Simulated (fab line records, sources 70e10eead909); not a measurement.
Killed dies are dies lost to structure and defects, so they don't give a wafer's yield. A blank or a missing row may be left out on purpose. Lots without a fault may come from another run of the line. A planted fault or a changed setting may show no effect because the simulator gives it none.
Which tool did it? | flow nand_harc | 22 lots, 66 wafers sampled, at 6 steps of a route of 1159

WHAT THE GAUGES READ, wafer by wafer
The record holds no reading of a measuring or inspecting step that can be judged against a usual standard deviation.

WHICH TOOL RAN EACH LOT (tool, then ch and the chambers of the sampled wafers, then the start)
lot  | NHARC_A_STAIRCASE_ETCH_253         | NHARC_A_STAIRCASE_ETCHBACK_422     | NHARC_A_STAIRCASE_STRIP_475                   | NHARC_A_SGD_CUT_ETCH_16                       | NHARC_A_SGD_CUT_STRIP_17                      | NHARC_A_SGD_CUT_ETCHBACK_24
L076 | rie_diel-05 ch 0,1,3, day 11 16:12 | rie_diel-05 ch 1,2,3, day 14 00:47 | rie_diel-06 ch 0,1,2, day 14 08:55 or earlier | rie_diel-08 ch 0,2,3, day 14 08:55 or earlier | rie_diel-08 ch 0,1,2, day 14 08:55 or earlier | rie_diel-13 ch 0,1,2, day 14 08:55
L075 | rie_diel-06 ch 0,1,3, day 11 16:51 | rie_diel-04 ch 0,1,3, day 14 00:29 | rie_diel-04 ch 1,2,3, day 14 08:53 or earlier | rie_diel-07 ch 1,2,3, day 14 08:53 or earlier | rie_diel-07 ch 1,2,3, day 14 08:53 or earlier | rie_diel-07 ch 0,1,3, day 14 08:53
L077 | rie_diel-05 ch 0,1,3, day 12 02:13 | rie_diel-04 ch 1,2,3, day 14 10:58 | rie_diel-05 ch 0,1, day 14 17:55 or earlier   | rie_diel-13 ch 0,1,2, day 14 17:55 or earlier | rie_diel-13 ch 0,3, day 14 17:55 or earlier   | rie_diel-08 ch 1,3, day 14 17:55
L078 | rie_diel-04 ch 0,1,2, day 12 02:38 | rie_diel-05 ch 0,3, day 14 09:38   | rie_diel-05 ch 0,1,2, day 14 17:48 or earlier | rie_diel-07 ch 0,1, day 14 17:48 or earlier   | rie_diel-07 ch 0,1,3, day 14 17:48 or earlier | rie_diel-07 ch 1,2,3, day 14 17:48
L079 | rie_diel-06 ch 1,3, day 12 02:47   | rie_diel-05 ch 0,3, day 14 09:32   | rie_diel-05 ch 1,2, day 14 17:47 or earlier   | rie_diel-08 ch 0,1,2, day 14 17:47 or earlier | rie_diel-08 ch 0,2,3, day 14 17:47 or earlier | rie_diel-08 ch 1,3, day 14 17:47
L080 | rie_diel-04 ch 0,2,3, day 12 18:12 | rie_diel-06 ch 1,2, day 14 23:23   | rie_diel-04 ch 0,1,2, day 15 07:47 or earlier | rie_diel-13 ch 1,2,3, day 15 07:47 or earlier | rie_diel-13 ch 1,2,3, day 15 07:47 or earlier | rie_diel-08 ch 0,1,3, day 15 07:47
L082 | rie_diel-05 ch 1,2, day 12 18:53   | rie_diel-05 ch 0,2, day 14 23:35   | rie_diel-04 ch 0,1, day 15 07:49 or earlier   | rie_diel-07 ch 0,2,3, day 15 07:49 or earlier | rie_diel-07 ch 0,3, day 15 07:49 or earlier   | rie_diel-07 ch 2,3, day 15 07:49
L081 | rie_diel-06 ch 1,2,3, day 13 02:04 | rie_diel-04 ch 1,2,3, day 15 12:19 | rie_diel-04 ch 1,3, day 15 20:33 or earlier   | rie_diel-07 ch 0,1,3, day 15 20:33 or earlier | rie_diel-07 ch 0,2,3, day 15 20:33 or earlier | rie_diel-13 ch 1,2, day 15 20:33
L083 | rie_diel-05 ch 0,1,3, day 13 14:07 | rie_diel-05 ch 2,3, day 16 01:24   | rie_diel-05 ch 1,2, day 16 11:44 or earlier   | rie_diel-07 ch 1,2, day 16 11:44 or earlier   | rie_diel-07 ch 2,3, day 16 11:44 or earlier   | rie_diel-07 ch 0,1,3, day 16 11:44
L084 | rie_diel-04 ch 1,2, day 13 15:14   | rie_diel-04 ch 1,2, day 16 01:19   | rie_diel-04 ch 0,2, day 16 11:43 or earlier   | rie_diel-13 ch 0,3, day 16 11:43 or earlier   | rie_diel-13 ch 1,2, day 16 11:43 or earlier   | rie_diel-08 ch 0,1,2, day 16 11:43
L085 | rie_diel-04 ch 0,1,2, day 14 15:19 | rie_diel-04 ch 1,2,3, day 16 21:34 | rie_diel-04 ch 1,2, day 17 06:05 or earlier   | rie_diel-13 ch 2,3, day 17 06:05 or earlier   | rie_diel-13 ch 2,3, day 17 06:05 or earlier   | rie_diel-13 ch 0,1,2, day 17 06:05
L087 | rie_diel-05 ch 0,1,2, day 14 16:29 | rie_diel-04 ch 0,1,2, day 16 21:28 | rie_diel-04 ch 0,1,2, day 17 06:05 or earlier | rie_diel-13 ch 0,1,3, day 17 06:05 or earlier | rie_diel-13 ch 0,1,3, day 17 06:05 or earlier | rie_diel-07 ch 0,1,2, day 17 06:05
L088 | rie_diel-06 ch 1,3, day 14 19:37   | rie_diel-06 ch 1,2,3, day 16 23:13 | rie_diel-04 ch 0,3, day 17 06:11 or earlier   | rie_diel-07 ch 0,1, day 17 06:11 or earlier   | rie_diel-07 ch 0,1,2, day 17 06:11 or earlier | rie_diel-13 ch 0,1,2, day 17 06:11
L086 | rie_diel-04 ch 0,1, day 14 21:13   | rie_diel-05 ch 0,1,2, day 17 00:59 | rie_diel-04 ch 1,2,3, day 17 04:21 or earlier | rie_diel-08 ch 2,3, day 17 04:21              | rie_diel-08 ch 2,3, day 17 11:04 or earlier   | rie_diel-08 ch 2,3, day 17 11:04
L089 | rie_diel-05 ch 1,2, day 15 04:43   | rie_diel-05 ch 0,1,2, day 17 10:53 | rie_diel-05 ch 0,1, day 17 19:53 or earlier   | rie_diel-08 ch 0,1,2, day 17 19:53 or earlier | rie_diel-08 ch 0,1,3, day 17 19:53 or earlier | rie_diel-13 ch 0,1, day 17 19:53
L091 | rie_diel-04 ch 0,2,3, day 15 09:39 | rie_diel-06 ch 1,2,3, day 17 14:37 | rie_diel-04 ch 0,2,3, day 18 01:49 or earlier | rie_diel-08 ch 0,1,3, day 18 01:49 or earlier | rie_diel-08 ch 0,2,3, day 18 01:49 or earlier | rie_diel-08 ch 0,1,2, day 18 01:49
L090 | rie_diel-06 ch 0,3, day 15 09:50   | rie_diel-05 ch 0,2,3, day 17 14:51 | rie_diel-05 ch 1,2,3, day 18 01:42 or earlier | rie_diel-13 ch 0,3, day 18 01:42 or earlier   | rie_diel-13 ch 0,3, day 18 01:42 or earlier   | rie_diel-13 ch 0,1,3, day 18 01:42
L093 | rie_diel-06 ch 0,3, day 15 17:55   | rie_diel-05 ch 0,2,3, day 18 03:58 | rie_diel-05 ch 0,1,3, day 18 12:06 or earlier | rie_diel-13 ch 0,3, day 18 12:06 or earlier   | rie_diel-13 ch 0,1, day 18 12:06 or earlier   | rie_diel-08 ch 0,2,3, day 18 12:06
L092 | rie_diel-04 ch 0,2,3, day 15 20:57 | rie_diel-04 ch 1,2,3, day 18 17:42 | rie_diel-05 ch 0,1,3, day 19 03:23 or earlier | rie_diel-13 ch 0,2,3, day 19 03:23 or earlier | rie_diel-13 ch 1,2,3, day 19 03:23 or earlier | rie_diel-08 ch 0,1,3, day 19 03:23
L095 | rie_diel-06 ch 0,2, day 16 11:45   | rie_diel-04 ch 0,1,2, day 19 07:46 | rie_diel-05 ch 1,3, day 19 16:09 or earlier   | rie_diel-08 ch 1,2, day 19 16:09 or earlier   | rie_diel-08 ch 0,1,3, day 19 16:09 or earlier | rie_diel-08 ch 1,2, day 19 16:09
L096 | rie_diel-04 ch 0,2,3, day 17 02:07 | rie_diel-04 ch 1,2,3, day 19 18:07 | rie_diel-04 ch 2,3, day 19 18:44              | rie_diel-13 ch 0,1,2, day 19 21:05 or earlier | rie_diel-07 ch 0,2,3, day 19 21:05            | rie_diel-08 ch 2,3, day 20 02:15
L097 | rie_diel-06 ch 0,1,3, day 17 06:13 | rie_diel-05 ch 0,1,2, day 19 18:34 | rie_diel-04 ch 1,2,3, day 19 19:08            | rie_diel-08 ch 2,3, day 20 02:23 or earlier   | rie_diel-08 ch 0,1,2, day 20 02:23 or earlier | rie_diel-07 ch 0,1,2, day 20 02:23
- NHARC_A_STAIRCASE_ETCH_253: etches the open film in C4F8/O2, target depth 50 nm, time 20.2 s.
- NHARC_A_STAIRCASE_ETCHBACK_422: etches the open film in CH3F/O2, target depth 40 nm, time 74.286 s.
- NHARC_A_STAIRCASE_STRIP_475: strips in O2, time 20 s.
- NHARC_A_SGD_CUT_ETCH_16: etches the open film in C4F8/O2/Ar, target depth 310.5 nm, time 155.2 s.
- NHARC_A_SGD_CUT_STRIP_17: strips in O2.
- NHARC_A_SGD_CUT_ETCHBACK_24: etches the open film in CH3F/O2, target depth 50 nm, time 92.857 s.

WHAT THE TOOLS THEMSELVES READ (means of the sampled wafers that have a number; where no wafer has one, the mark that the record gives instead)
NHARC_A_STAIRCASE_ETCH_253.
lot  | tool        | oes_product_au (a.u.) | rf_vpp_V (V)
L076 | rie_diel-05 | 0.911                 | 897
L075 | rie_diel-06 | 0.936                 | 896
L077 | rie_diel-05 | 0.967                 | 896
L078 | rie_diel-04 | 0.940                 | 898
L079 | rie_diel-06 | 0.942                 | 898
L080 | rie_diel-04 | 0.965                 | 893
L082 | rie_diel-05 | 0.936                 | 896
L081 | rie_diel-06 | 0.931                 | 897
L083 | rie_diel-05 | 0.972                 | 896
L084 | rie_diel-04 | 0.968                 | 897
L085 | rie_diel-04 | 0.978                 | 896
L087 | rie_diel-05 | 0.928                 | 896
L088 | rie_diel-06 | 0.952                 | 900
L086 | rie_diel-04 | 0.957                 | 895
L089 | rie_diel-05 | 0.968                 | 899
L091 | rie_diel-04 | 0.934                 | 893
L090 | rie_diel-06 | 0.945                 | 897
L093 | rie_diel-06 | 0.974                 | 892
L092 | rie_diel-04 | 0.961                 | 893
L095 | rie_diel-06 | 0.962                 | 888
L096 | rie_diel-04 | 0.964                 | 892
L097 | rie_diel-06 | 0.951                 | 895

NHARC_A_STAIRCASE_ETCHBACK_422.
lot  | tool        | drypump_motor_current_A (A) | oes_product_au (a.u.) | rf_vpp_V (V) | showerhead_plenum_p_Torr (Torr) | throttle_valve_pct (%)
L076 | rie_diel-05 | 5.53                        | 1.01                  | 247.2        | 2.55                            | 20.668
L075 | rie_diel-04 | 5.67                        | 0.99                  | 244.5        | 2.46                            | 20.655
L077 | rie_diel-04 | 5.50                        | 0.97                  | 244.4        | 2.46                            | 20.660
L078 | rie_diel-05 | 5.54                        | 0.92                  | 243.8        | 2.43                            | 20.664
L079 | rie_diel-05 | 5.47                        | 0.99                  | 246.1        | 2.54                            | 20.664
L080 | rie_diel-06 | 6.09                        | 0.91                  | 243.7        | 2.43                            | 20.668
L082 | rie_diel-05 | 5.69                        | 0.93                  | 244.4        | 2.50                            | 20.658
L081 | rie_diel-04 | 5.51                        | 0.93                  | 245.0        | 2.46                            | 20.660
L083 | rie_diel-05 | 5.50                        | 1.02                  | 247.1        | 2.61                            | 20.658
L084 | rie_diel-04 | 5.62                        | 0.98                  | 245.3        | 2.47                            | 20.664
L085 | rie_diel-04 | 5.52                        | 0.93                  | 244.9        | 2.45                            | 20.664
L087 | rie_diel-04 | 5.77                        | 1.00                  | 244.2        | 2.47                            | 20.669
L088 | rie_diel-06 | 5.97                        | 0.97                  | 245.1        | 2.45                            | 20.653
L086 | rie_diel-05 | 5.59                        | 0.99                  | 244.1        | 2.44                            | 20.658
L089 | rie_diel-05 | 5.59                        | 1.00                  | 243.2        | 2.44                            | 20.661
L091 | rie_diel-06 | 5.97                        | 0.92                  | 243.3        | 2.45                            | 20.655
L090 | rie_diel-05 | 5.59                        | 0.94                  | 245.2        | 2.51                            | 20.662
L093 | rie_diel-05 | 5.57                        | 1.01                  | 244.4        | 2.51                            | 20.658
L092 | rie_diel-04 | 5.51                        | 0.92                  | 243.8        | 2.45                            | 20.665
L095 | rie_diel-04 | 5.77                        | 0.93                  | 243.8        | 2.46                            | 20.663
L096 | rie_diel-04 | 5.51                        | 1.01                  | 245.1        | 2.44                            | 20.662
L097 | rie_diel-05 | 5.58                        | 0.92                  | 243.9        | 2.43                            | 20.659

NHARC_A_STAIRCASE_STRIP_475.
lot  | tool        | drypump_motor_current_A (A) | oes_product_au (a.u.) | rf_vpp_V (V) | showerhead_plenum_p_Torr (Torr) | throttle_valve_pct (%)
L076 | rie_diel-06 | 5.86                        | 0.992                 | 57.4         | 3.40                            | 17.036
L075 | rie_diel-04 | 5.52                        | 1.006                 | 57.6         | 3.54                            | 17.031
L077 | rie_diel-05 | 5.49                        | 0.998                 | 57.8         | 3.44                            | 17.039
L078 | rie_diel-05 | 5.61                        | 1.012                 | 57.6         | 3.51                            | 17.035
L079 | rie_diel-05 | 5.53                        | 1.009                 | 58.0         | 3.55                            | 17.030
L080 | rie_diel-04 | 5.78                        | 1.009                 | 58.0         | 3.55                            | 17.042
L082 | rie_diel-04 | 5.85                        | 1.011                 | 58.1         | 3.65                            | 17.032
L081 | rie_diel-04 | 5.60                        | 1.008                 | 58.0         | 3.63                            | 17.032
L083 | rie_diel-05 | 5.64                        | 1.012                 | 58.4         | 3.62                            | 17.028
L084 | rie_diel-04 | 5.70                        | 0.995                 | 57.8         | 3.44                            | 17.042
L085 | rie_diel-04 | 5.69                        | 1.002                 | 58.2         | 3.65                            | 17.038
L087 | rie_diel-04 | 5.78                        | 1.011                 | 57.1         | 3.54                            | 17.043
L088 | rie_diel-04 | 5.76                        | 1.002                 | 57.1         | 3.40                            | 17.032
L086 | rie_diel-04 | 5.52                        | 1.001                 | 58.3         | 3.52                            | 17.032
L089 | rie_diel-05 | 5.49                        | 0.985                 | 56.7         | 3.42                            | 17.034
L091 | rie_diel-04 | 5.59                        | 0.995                 | 58.0         | 3.41                            | 17.034
L090 | rie_diel-05 | 5.54                        | 1.013                 | 58.0         | 3.64                            | 17.031
L093 | rie_diel-05 | 5.49                        | 1.005                 | 57.7         | 3.52                            | 17.034
L092 | rie_diel-05 | 5.48                        | 1.005                 | 57.4         | 3.52                            | 17.024
L095 | rie_diel-05 | 5.41                        | 1.010                 | 58.2         | 3.55                            | 17.028
L096 | rie_diel-04 | 5.34                        | 1.006                 | 58.0         | 3.39                            | 17.045
L097 | rie_diel-04 | 5.51                        | 0.999                 | 58.0         | 3.51                            | 17.034

NHARC_A_SGD_CUT_ETCH_16.
lot  | tool        | oes_product_au (a.u.) | rf_vpp_V (V)
L076 | rie_diel-08 | 0.979                 | 722
L075 | rie_diel-07 | 0.960                 | 723
L077 | rie_diel-13 | 0.975                 | 728
L078 | rie_diel-07 | 0.983                 | 722
L079 | rie_diel-08 | 0.973                 | 726
L080 | rie_diel-13 | 0.990                 | 728
L082 | rie_diel-07 | 0.953                 | 724
L081 | rie_diel-07 | 0.983                 | 723
L083 | rie_diel-07 | 0.968                 | 722
L084 | rie_diel-13 | 0.939                 | 728
L085 | rie_diel-13 | 0.953                 | 730
L087 | rie_diel-13 | 0.942                 | 728
L088 | rie_diel-07 | 0.960                 | 721
L086 | rie_diel-08 | 0.968                 | 725
L089 | rie_diel-08 | 0.955                 | 726
L091 | rie_diel-08 | 0.983                 | 722
L090 | rie_diel-13 | 0.972                 | 729
L093 | rie_diel-13 | 0.967                 | 728
L092 | rie_diel-13 | 0.972                 | 728
L095 | rie_diel-08 | 0.964                 | 727
L096 | rie_diel-13 | 0.974                 | 727
L097 | rie_diel-08 | 0.974                 | 720

NHARC_A_SGD_CUT_STRIP_17.
lot  | tool        | drypump_motor_current_A (A) | oes_product_au (a.u.) | rf_vpp_V (V) | showerhead_plenum_p_Torr (Torr) | throttle_valve_pct (%)
L076 | rie_diel-08 | 5.4                         | 0.998                 | 57.8         | 3.62                            | 17.039
L075 | rie_diel-07 | 5.3                         | 0.995                 | 57.9         | 3.52                            | 17.039
L077 | rie_diel-13 | 6.2                         | 1.002                 | 58.1         | 3.71                            | 17.025
L078 | rie_diel-07 | 5.4                         | 1.002                 | 57.2         | 3.49                            | 17.026
L079 | rie_diel-08 | 5.3                         | 1.005                 | 57.3         | 3.52                            | 17.034
L080 | rie_diel-13 | 5.9                         | 1.008                 | 57.9         | 3.71                            | 17.039
L082 | rie_diel-07 | 5.4                         | 0.999                 | 57.8         | 3.53                            | 17.034
L081 | rie_diel-07 | 5.4                         | 1.005                 | 58.1         | 3.56                            | 17.037
L083 | rie_diel-07 | 5.4                         | 1.004                 | 58.7         | 3.55                            | 17.032
L084 | rie_diel-13 | 5.6                         | 1.001                 | 58.3         | 3.70                            | 17.048
L085 | rie_diel-13 | 6.1                         | 0.998                 | 57.6         | 3.73                            | 17.031
L087 | rie_diel-13 | 6.0                         | 1.010                 | 57.1         | 3.70                            | 17.033
L088 | rie_diel-07 | 5.4                         | 0.998                 | 58.4         | 3.52                            | 17.044
L086 | rie_diel-08 | 5.0                         | 0.996                 | 57.5         | 3.44                            | 17.032
L089 | rie_diel-08 | 5.5                         | 0.999                 | 58.4         | 3.51                            | 17.038
L091 | rie_diel-08 | 5.2                         | 0.997                 | 57.9         | 3.52                            | 17.032
L090 | rie_diel-13 | 6.1                         | 0.992                 | 57.5         | 3.71                            | 17.036
L093 | rie_diel-13 | 5.8                         | 1.012                 | 58.2         | 3.68                            | 17.032
L092 | rie_diel-13 | 5.9                         | 1.002                 | 58.2         | 3.71                            | 17.044
L095 | rie_diel-08 | 5.5                         | 0.996                 | 57.1         | 3.50                            | 17.047
L096 | rie_diel-07 | 5.4                         | 0.997                 | 58.1         | 3.55                            | 17.037
L097 | rie_diel-08 | 5.3                         | 0.995                 | 57.7         | 3.61                            | 17.036

NHARC_A_SGD_CUT_ETCHBACK_24.
lot  | tool        | drypump_motor_current_A (A) | oes_product_au (a.u.) | rf_vpp_V (V) | showerhead_plenum_p_Torr (Torr) | throttle_valve_pct (%)
L076 | rie_diel-13 | 5.8                         | 0.99                  | 246.8        | 2.58                            | 20.661
L075 | rie_diel-07 | 5.4                         | 0.92                  | 244.3        | 2.43                            | 20.658
L077 | rie_diel-08 | 5.2                         | 0.99                  | 242.6        | 2.38                            | 20.666
L078 | rie_diel-07 | 5.3                         | 0.92                  | 243.3        | 2.45                            | 20.664
L079 | rie_diel-08 | 5.2                         | 0.92                  | 243.4        | 2.39                            | 20.655
L080 | rie_diel-08 | 5.4                         | 0.99                  | 244.1        | 2.44                            | 20.657
L082 | rie_diel-07 | 5.3                         | 0.92                  | 244.6        | 2.50                            | 20.656
L081 | rie_diel-13 | 5.6                         | 1.01                  | 246.5        | 2.58                            | 20.669
L083 | rie_diel-07 | 5.4                         | 0.93                  | 244.0        | 2.43                            | 20.667
L084 | rie_diel-08 | 5.3                         | 0.98                  | 245.1        | 2.52                            | 20.671
L085 | rie_diel-13 | 5.7                         | 0.92                  | 246.2        | 2.57                            | 20.677
L087 | rie_diel-07 | 5.4                         | 0.99                  | 244.1        | 2.45                            | 20.660
L088 | rie_diel-13 | 5.8                         | 0.99                  | 246.0        | 2.57                            | 20.663
L086 | rie_diel-08 | 4.9                         | 0.91                  | 244.9        | 2.47                            | 20.657
L089 | rie_diel-13 | 5.9                         | 1.00                  | 246.1        | 2.57                            | 20.671
L091 | rie_diel-08 | 5.3                         | 0.93                  | 245.7        | 2.52                            | 20.672
L090 | rie_diel-13 | 6.0                         | 0.93                  | 244.8        | 2.58                            | 20.663
L093 | rie_diel-08 | 5.3                         | 1.00                  | 244.2        | 2.45                            | 20.658
L092 | rie_diel-08 | 5.4                         | 0.93                  | 244.3        | 2.44                            | 20.655
L095 | rie_diel-08 | 5.0                         | 0.92                  | 244.6        | 2.54                            | 20.665
L096 | rie_diel-08 | 5.0                         | 0.93                  | 244.6        | 2.47                            | 20.658
L097 | rie_diel-07 | 5.4                         | 1.00                  | 244.3        | 2.45                            | 20.665

THE ANSWER, worked out from the rows above alone
Rule: what is usual is taken from the lots themselves. Put in order of their means at a reading, lots are off if they are a third of the lots or fewer, leave a main group of 4 or more, and stand apart from it by a gap of 3 or more times the standard deviation of the main group's means; of several such gaps the widest counts. A main group whose means are all the same, to the digits that the tables above print for the reading, isn't used. A lot without any number at a reading at which 4 lots or more have one is off too. The other lots that the step has rows for count as sound. The gauges are gone through in route order, then the tools' own readings, and for those a lot's mean is taken as printed above. The first step at which some lot is off is used, and at that step the reading that is off furthest; a lot without a number counts as furthest.
No lot is off at any reading shown: from this, nothing can be told.

WHAT THE SIMULATOR HAD PUT IN
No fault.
